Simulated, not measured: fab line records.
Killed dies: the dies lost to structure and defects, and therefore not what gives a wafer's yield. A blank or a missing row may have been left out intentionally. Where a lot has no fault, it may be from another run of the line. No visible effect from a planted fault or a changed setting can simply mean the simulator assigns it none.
Chamber matching || flow nand-harc || ald-metal-04 running NHARC_A_WL_FILL_ALD_02: 4 sister chambers
The step deposits TiN, target thk 2 nm, pulse time 3 s, ald cycles 100. 4 wafers are shown with their chamber, then 7 later ones without.

## WAFERS PAIRED WITH THEIR CHAMBERS
{"wafer": "L078.6", "chamber": 1, "heater-power-outer-w (W)": 637}
{"wafer": "L083.5", "chamber": 3, "heater-power-outer-w (W)": 744}
{"wafer": "L089.1", "chamber": 0, "heater-power-outer-w (W)": 780}
{"wafer": "L089.2", "chamber": 2, "heater-power-outer-w (W)": 662}

## WAFERS WITH NO CHAMBER GIVEN
{"wafer": "L089.6", "heater-power-outer-w (W)": 638}
{"wafer": "L090.2", "heater-power-outer-w (W)": 743}
{"wafer": "L090.4", "heater-power-outer-w (W)": 776}
{"wafer": "L090.5", "heater-power-outer-w (W)": 664}
{"wafer": "L093.2", "heater-power-outer-w (W)": 754}
{"wafer": "L093.4", "heater-power-outer-w (W)": 755}
{"wafer": "L093.6", "heater-power-outer-w (W)": 752}

## WHICH CHAMBER EACH WENT THROUGH
{"wafer": "L089.6", "from the rows above": 1, "in truth": 1}
{"wafer": "L090.2", "from the rows above": 3, "in truth": 3}
{"wafer": "L090.4", "from the rows above": 0, "in truth": 0}
{"wafer": "L090.5", "from the rows above": 2, "in truth": 2}
{"wafer": "L093.2", "from the rows above": 3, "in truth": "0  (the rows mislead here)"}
{"wafer": "L093.4", "from the rows above": 3, "in truth": 3}
{"wafer": "L093.6", "from the rows above": 3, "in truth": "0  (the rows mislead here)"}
Correctly placed: 5 of 7. Left unplaced by these rows: 0. Number placed wrongly: 2.
How it was worked out, from the rows above alone: a wafer's distance from a chamber is the root of the sum, over the readings, of the square of ((its reading less the chamber's mean) divided by the reading's scatter). The wafer belongs to the nearest chamber; if the next one is less than 2 further off, it can't be placed. For every chamber, the mean is computed from those of its wafers that are shown. The scatter: root of mean squared gap, hidden wafer to nearest shown wafer, with one shown wafer a chamber.
